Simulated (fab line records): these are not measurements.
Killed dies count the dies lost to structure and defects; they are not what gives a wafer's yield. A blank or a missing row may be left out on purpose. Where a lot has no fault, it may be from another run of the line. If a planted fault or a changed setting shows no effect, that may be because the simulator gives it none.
Split-lot study :: flow n5 finfet :: 7 lots, 21 wafers read, on a route of 1938 steps

## ON THE SPLIT
At N5_BEOL_M4_ETCH_64 (etches SOC in N2/H2, target depth 75 nm, overetch 22.5 nm, time 121.9 s), the setting bias w was moved away from the recipe's 150 W on 10 of the 21 wafers read, by -14.3% to +17.9%. The other wafers ran this setting at the recipe's value.

Reading taken at the split's own step.

## THE READING
rf vpp V, in V, at N5_BEOL_M4_ETCH_64 (etches SOC in N2/H2, target depth 75 nm, overetch 22.5 nm, time 121.9 s). Fault-free wafers of this fab line usually give 523.7 V, standard deviation 2.6 V.

wafer: L074.3
tool, chamber at the split: rie diel-03, 2
bias w as run, W: 150
against the recipe: recipe
rf vpp V, V: 525.9
against lot-mates on the recipe: -

wafer: L074.4
tool, chamber at the split: rie diel-03, 0
bias w as run, W: 158.8
against the recipe: +5.9%
rf vpp V, V: 543.8
against lot-mates on the recipe: +19.2

wafer: L074.6
tool, chamber at the split: rie diel-03, 1
bias w as run, W: 150
against the recipe: recipe
rf vpp V, V: 523.3
against lot-mates on the recipe: -

wafer: L075.3
tool, chamber at the split: rie diel-05, 3
bias w as run, W: 128.8
against the recipe: -14.1%
rf vpp V, V: 477.2
against lot-mates on the recipe: -42.2

wafer: L075.4
tool, chamber at the split: rie diel-05, 2
bias w as run, W: 150
against the recipe: recipe
rf vpp V, V: 519.4
against lot-mates on the recipe: -

wafer: L075.6
tool, chamber at the split: rie diel-05, 2
bias w as run, W: 128.8
against the recipe: -14.1%
rf vpp V, V: 472.3
against lot-mates on the recipe: -47.1

wafer: L082.2
tool, chamber at the split: rie diel-05, 0
bias w as run, W: 150
against the recipe: recipe
rf vpp V, V: 519.5
against lot-mates on the recipe: -

wafer: L082.3
tool, chamber at the split: rie diel-05, 2
bias w as run, W: 142.5
against the recipe: -5.0%
rf vpp V, V: 502.9
against lot-mates on the recipe: -17.1

wafer: L082.5
tool, chamber at the split: rie diel-05, 0
bias w as run, W: 150
against the recipe: recipe
rf vpp V, V: 520.4
against lot-mates on the recipe: -

wafer: L083.1
tool, chamber at the split: rie diel-05, 2
bias w as run, W: 150
against the recipe: recipe
rf vpp V, V: 520.3
against lot-mates on the recipe: -

wafer: L083.5
tool, chamber at the split: rie diel-05, 0
bias w as run, W: 150
against the recipe: recipe
rf vpp V, V: 521.6
against lot-mates on the recipe: -

wafer: L083.6
tool, chamber at the split: rie diel-05, 1
bias w as run, W: 150
against the recipe: recipe
rf vpp V, V: 523.5
against lot-mates on the recipe: -

wafer: L087.3
tool, chamber at the split: rie diel-03, 2
bias w as run, W: 176.8
against the recipe: +17.9%
rf vpp V, V: 583.6
against lot-mates on the recipe: +58.5

wafer: L087.4
tool, chamber at the split: rie diel-03, 1
bias w as run, W: 176.8
against the recipe: +17.9%
rf vpp V, V: 577.9
against lot-mates on the recipe: +52.8

wafer: L087.6
tool, chamber at the split: rie diel-03, 2
bias w as run, W: 150
against the recipe: recipe
rf vpp V, V: 525.1
against lot-mates on the recipe: -

wafer: L091.2
tool, chamber at the split: rie diel-05, 2
bias w as run, W: 131.9
against the recipe: -12.1%
rf vpp V, V: 488.2
against lot-mates on the recipe: no lot-mate on the recipe

wafer: L091.4
tool, chamber at the split: rie diel-05, 0
bias w as run, W: 131.9
against the recipe: -12.1%
rf vpp V, V: 487.9
against lot-mates on the recipe: no lot-mate on the recipe

wafer: L091.6
tool, chamber at the split: rie diel-05, 2
bias w as run, W: 131.9
against the recipe: -12.1%
rf vpp V, V: 487.1
against lot-mates on the recipe: no lot-mate on the recipe

wafer: L092.4
tool, chamber at the split: rie diel-04, 0
bias w as run, W: 150
against the recipe: recipe
rf vpp V, V: 526.3
against lot-mates on the recipe: -

wafer: L092.5
tool, chamber at the split: rie diel-04, 3
bias w as run, W: 150
against the recipe: recipe
rf vpp V, V: 519.9
against lot-mates on the recipe: -

wafer: L092.6
tool, chamber at the split: rie diel-04, 1
bias w as run, W: 128.6
against the recipe: -14.3%
rf vpp V, V: 476.8
against lot-mates on the recipe: -46.3

THE FIT
A straight line over all 21 wafers: rf vpp V changes by +3.21 V for each +1% of bias w; r = +0.99; the points scatter about the line by 3 V.
The same after taking each lot's own level away (the mean of its wafers on the recipe; 18 wafers): +3.16 V for each +1%; r = +1.00; scatter 2 V.
That fit puts the effect of the largest move of bias w on the reading at 56 V.
Measured against the standard deviation above, the lots' own levels, which go from 519.40 to 525.10 V, span 2.2 times it.
The two slopes are in agreement: the lot-to-lot level therefore moves the slope only a little.
Check: for one of the wafers moved furthest among these (+17.9%), held out of the fit, the line's prediction against its lot-mates is +55.2 V. It came out at +58.5 V against them.
Tool readings at the split's step, against how far the setting was moved: rf vpp V r = +0.99.

## OTHER SPLITS ON THESE WAFERS
Note: prior to the reading, these wafers also went through further splits. Each is held against what the fit with the lots' levels taken away leaves over:
other split on the same wafers: N5_BEOL_M4_EXPOSE_08 dose mj
wafers away from the commonest value: 3
r with rf vpp V (lot level and that fit taken away): +0.14

## THE WHOLE CHAIN: every reading that the file lists as answering this split, in the file's order
step: N5_BEOL_M4_ETCH_64
what it does: etches SOC in N2/H2, target depth 75 nm, overetch 22.5 nm, time 121.9 s
reading: rf vpp V
change (the file's fit): +3.17 V for each +1% of the setting
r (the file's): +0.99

step: N5_BEOL_M4_ETCH_64
what it does: etches SOC in N2/H2, target depth 75 nm, overetch 22.5 nm, time 121.9 s
reading: SiARC_of_BEOL_M4_COAT_62.thk nm (the simulator's own value, which no gauge read)
change (the file's fit): -0.0758 nm for each +1% of the setting
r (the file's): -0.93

## FILE'S OWN FIT
rf vpp V changes by +3.17 V for each +1% of bias w, r = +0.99.
